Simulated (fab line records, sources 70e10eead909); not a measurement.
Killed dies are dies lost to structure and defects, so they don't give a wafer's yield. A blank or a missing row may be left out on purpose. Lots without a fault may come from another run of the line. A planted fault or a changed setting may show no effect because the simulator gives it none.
Which tool did it? | flow nand_harc | 24 lots, 72 wafers sampled, at 4 steps of a route of 1302

WHAT THE GAUGES READ, wafer by wafer
NHARC_P_CONTACT_INSPECT_27.
lot  | measured     | on                | raw_defect_count
L075 | day 6 08:47  | defect_inspect-02 | 215 137 170
L074 | day 6 09:40  | defect_inspect-02 | 306 249 287
L076 | day 6 22:31  | defect_inspect-01 | 343 240 220
L077 | day 7 16:59  | defect_inspect-02 | 324 650 258
L078 | day 7 19:41  | defect_inspect-01 | 172 274 258
L079 | day 8 04:38  | defect_inspect-02 | 146 240 115
L080 | day 8 14:12  | defect_inspect-02 | 275 274 341
L081 | day 8 18:27  | defect_inspect-02 | 303 175 166
L082 | day 9 07:50  | defect_inspect-01 | 469 567 507
L083 | day 9 13:12  | defect_inspect-01 | 165 264 136
L084 | day 10 04:02 | defect_inspect-02 | 271 215 279
L085 | day 10 10:56 | defect_inspect-01 | 284 329 474
L086 | day 11 09:57 | defect_inspect-02 | 174 112 184
L087 | day 12 02:02 | defect_inspect-01 | 342 261 320
L088 | day 12 02:55 | defect_inspect-02 | 153 130 165
L089 | day 12 13:59 | defect_inspect-02 | 378 131 192
L090 | day 12 23:52 | defect_inspect-02 | 374 227 321
L091 | day 13 13:05 | defect_inspect-02 | 670 587 514
L092 | day 13 21:36 | defect_inspect-02 | 201 228 198
L093 | day 14 04:10 | defect_inspect-02 | 184 153 190
L094 | day 14 07:55 | defect_inspect-01 | 135 182 159
L095 | day 14 19:45 | defect_inspect-02 | 229 198 392
L096 | day 15 05:12 | defect_inspect-01 | 227 565 394
L097 | day 15 10:04 | defect_inspect-01 | 479 366 298

NHARC_P_M0_CD_MEAS_09: target cd 90 nm.
lot  | measured     | on        | cd_nm (nm)
L075 | day 6 09:41  | cd_sem-02 | 92.0 92.2 91.2
L074 | day 6 10:26  | cd_sem-03 | 90.0 89.9 90.5
L076 | day 6 23:25  | cd_sem-02 | 89.6 90.1 88.9
L077 | day 7 17:46  | cd_sem-02 | 89.3 90.0 90.0
L078 | day 7 20:27  | cd_sem-02 | 88.7 89.7 89.7
L079 | day 8 05:37  | cd_sem-03 | 90.7 89.9 90.2
L080 | day 8 14:59  | cd_sem-01 | 89.5 89.9 88.8
L081 | day 8 19:22  | cd_sem-03 | 90.3 91.0 91.0
L082 | day 9 08:52  | cd_sem-03 | 90.3 89.0 88.8
L083 | day 9 14:06  | cd_sem-03 | 90.5 90.9 90.0
L084 | day 10 04:56 | cd_sem-01 | 89.7 89.7 89.9
L085 | day 10 11:43 | cd_sem-01 | 91.6 90.5 90.3
L086 | day 11 10:52 | cd_sem-03 | 89.0 89.6 88.8
L087 | day 12 02:58 | cd_sem-03 | 88.8 88.8 89.9
L088 | day 12 03:49 | cd_sem-03 | 89.7 88.7 88.5
L089 | day 12 14:46 | cd_sem-03 | 90.6 90.8 91.0
L090 | day 13 00:46 | cd_sem-03 | 89.9 89.7 89.6
L091 | day 13 13:52 | cd_sem-02 | 89.0 89.1 89.4
L092 | day 13 22:31 | cd_sem-02 | 88.2 89.4 89.2
L093 | day 14 05:04 | cd_sem-02 | 90.6 91.0 90.3
L094 | day 14 08:41 | cd_sem-03 | 89.8 89.2 89.5
L095 | day 14 20:32 | cd_sem-03 | 89.7 89.8 89.7
L096 | day 15 06:06 | cd_sem-01 | 89.2 89.3 90.0
L097 | day 15 10:52 | cd_sem-01 | 91.3 91.3 91.7

WHICH TOOL RAN EACH LOT (tool, then ch and the chambers of the sampled wafers, then the start)
lot  | NHARC_P_GATE_STRIP_75                | NHARC_P_GATE_RTA_82
L075 | plasma_asher-02 ch 0,1, day 5 22:27  | rtp_anneal-01 ch 0, day 6 03:44
L074 | plasma_asher-01 ch 0,1, day 5 22:59  | rtp_anneal-02 ch 0, day 6 04:37
L076 | plasma_asher-01 ch 0,1, day 6 11:44  | rtp_anneal-02 ch 0, day 6 17:25
L077 | plasma_asher-02 ch 0,1, day 7 06:10  | rtp_anneal-01 ch 0, day 7 11:53
L078 | plasma_asher-01 ch 0,1, day 7 08:34  | rtp_anneal-02 ch 0, day 7 14:03
L079 | plasma_asher-01 ch 0,1, day 7 17:50  | rtp_anneal-01 ch 0, day 7 23:37
L080 | plasma_asher-02 ch 0,1, day 8 03:50  | rtp_anneal-01 ch 0, day 8 09:14
L081 | plasma_asher-02 ch 0,1, day 8 08:00  | rtp_anneal-02 ch 0, day 8 13:23
L082 | plasma_asher-01 ch 0,1, day 8 21:21  | rtp_anneal-02 ch 0, day 9 02:49
L083 | plasma_asher-02 ch 0,1, day 9 02:20  | rtp_anneal-01 ch 0, day 9 08:01
L084 | plasma_asher-02 ch 0,1, day 9 17:43  | rtp_anneal-02 ch 0, day 9 23:07
L085 | plasma_asher-02 ch 0,1, day 10 00:46 | rtp_anneal-01 ch 0, day 10 06:03
L086 | plasma_asher-02 ch 0,1, day 10 23:23 | rtp_anneal-02 ch 0, day 11 04:53
L087 | plasma_asher-01 ch 0,1, day 11 15:19 | rtp_anneal-02 ch 0, day 11 20:59
L088 | plasma_asher-01 ch 0,1, day 11 16:15 | rtp_anneal-02 ch 0, day 11 21:48
L089 | plasma_asher-02 ch 0,1, day 11 23:31 | rtp_anneal-02 ch 0, day 12 09:04
L090 | plasma_asher-02 ch 0,1, day 12 12:59 | rtp_anneal-02 ch 0, day 12 18:22
L091 | plasma_asher-01 ch 0,1, day 13 02:46 | rtp_anneal-02 ch 0, day 13 08:02
L092 | plasma_asher-02 ch 0,1, day 13 11:06 | rtp_anneal-02 ch 0, day 13 16:31
L093 | plasma_asher-02 ch 0,1, day 13 17:41 | rtp_anneal-02 ch 0, day 13 23:16
L094 | plasma_asher-02 ch 0,1, day 13 21:32 | rtp_anneal-02 ch 0, day 14 02:57
L095 | plasma_asher-01 ch 0,1, day 14 09:07 | rtp_anneal-01 ch 0, day 14 14:44
L096 | plasma_asher-02 ch 0,1, day 14 18:38 | rtp_anneal-01 ch 0, day 15 00:09
L097 | plasma_asher-02 ch 0, day 14 23:38   | rtp_anneal-01 ch 0, day 15 05:03
- NHARC_P_GATE_STRIP_75: strips in O2.
- NHARC_P_GATE_RTA_82: time 30 s.

WHAT THE TOOLS THEMSELVES READ (means of the sampled wafers that have a number; where no wafer has one, the mark that the record gives instead)
NHARC_P_GATE_STRIP_75.
lot  | tool            | drypump_motor_current_A (A) | heater_power_w (W) | rf_refl_power_W (W)
L075 | plasma_asher-02 | 5.5                         | 303                | 19
L074 | plasma_asher-01 | 5.6                         | 367                | 25
L076 | plasma_asher-01 | 5.9                         | 357                | 26
L077 | plasma_asher-02 | 5.5                         | 298                | 19
L078 | plasma_asher-01 | 5.8                         | 356                | 26
L079 | plasma_asher-01 | 5.6                         | 370                | 25
L080 | plasma_asher-02 | 5.7                         | 296                | 19
L081 | plasma_asher-02 | 5.7                         | 300                | 18
L082 | plasma_asher-01 | 5.8                         | 366                | 28
L083 | plasma_asher-02 | 5.8                         | 297                | 18
L084 | plasma_asher-02 | 5.8                         | 298                | 18
L085 | plasma_asher-02 | 5.8                         | 297                | 18
L086 | plasma_asher-02 | 5.7                         | 302                | 18
L087 | plasma_asher-01 | 5.8                         | 359                | 27
L088 | plasma_asher-01 | 5.6                         | 383                | 26
L089 | plasma_asher-02 | 5.8                         | 304                | 18
L090 | plasma_asher-02 | 5.5                         | 292                | 19
L091 | plasma_asher-01 | 5.6                         | 375                | 25
L092 | plasma_asher-02 | 5.7                         | 306                | 19
L093 | plasma_asher-02 | 5.5                         | 299                | 19
L094 | plasma_asher-02 | 5.5                         | 297                | 19
L095 | plasma_asher-01 | 5.9                         | 360                | 27
L096 | plasma_asher-02 | 5.8                         | 302                | 18
L097 | plasma_asher-02 | 6.0                         | 310                | 18

NHARC_P_GATE_RTA_82.
lot  | tool          | anneal_temp_c_max | lamp_power_pct (%) | lamp_zone_2_pct (%) | wafer_temp_C_max
L075 | rtp_anneal-01 | 453.9             | 4.01               | 4.01                | 452.4
L074 | rtp_anneal-02 | 452.0             | 3.78               | 3.78                | 452.7
L076 | rtp_anneal-02 | 452.2             | 3.78               | 3.78                | 452.6
L077 | rtp_anneal-01 | 454.0             | 4.01               | 4.02                | 452.8
L078 | rtp_anneal-02 | 452.5             | 3.78               | 3.78                | 453.0
L079 | rtp_anneal-01 | 454.1             | 4.01               | 4.01                | 452.6
L080 | rtp_anneal-01 | 453.5             | 4.01               | 4.01                | 452.0
L081 | rtp_anneal-02 | 452.3             | 3.78               | 3.78                | 452.9
L082 | rtp_anneal-02 | 452.3             | 3.78               | 3.79                | 452.8
L083 | rtp_anneal-01 | 453.6             | 4.02               | 4.01                | 452.0
L084 | rtp_anneal-02 | 452.8             | 3.78               | 3.79                | 452.8
L085 | rtp_anneal-01 | 453.2             | 4.01               | 4.01                | 452.4
L086 | rtp_anneal-02 | 452.1             | 3.78               | 3.79                | 452.6
L087 | rtp_anneal-02 | 452.4             | 3.78               | 3.78                | 452.3
L088 | rtp_anneal-02 | 452.7             | 3.78               | 3.78                | 452.4
L089 | rtp_anneal-02 | 452.3             | 3.78               | 3.78                | 453.0
L090 | rtp_anneal-02 | 452.4             | 3.78               | 3.78                | 452.8
L091 | rtp_anneal-02 | 452.8             | 3.79               | 3.78                | 453.1
L092 | rtp_anneal-02 | 452.2             | 3.78               | 3.78                | 453.1
L093 | rtp_anneal-02 | 452.3             | 3.78               | 3.78                | 453.1
L094 | rtp_anneal-02 | 452.1             | 3.78               | 3.78                | 452.7
L095 | rtp_anneal-01 | 453.7             | 4.01               | 4.01                | 452.0
L096 | rtp_anneal-01 | 453.7             | 4.01               | 4.01                | 452.1
L097 | rtp_anneal-01 | 453.3             | 4.01               | 4.01                | 452.4

THE ANSWER, worked out from the rows above alone
Rule: what is usual is taken from the lots themselves. Put in order of their means at a reading, lots are off if they are a third of the lots or fewer, leave a main group of 4 or more, and stand apart from it by a gap of 3 or more times the standard deviation of the main group's means; of several such gaps the widest counts. A main group whose means are all the same, to the digits that the tables above print for the reading, isn't used. A lot without any number at a reading at which 4 lots or more have one is off too. The other lots that the step has rows for count as sound. The gauges are gone through in route order, then the tools' own readings, and for those a lot's mean is taken as printed above. The first step at which some lot is off is used, and at that step the reading that is off furthest; a lot without a number counts as furthest.
No lot is off at any reading shown: from this, nothing can be told.

WHAT THE SIMULATOR HAD PUT IN
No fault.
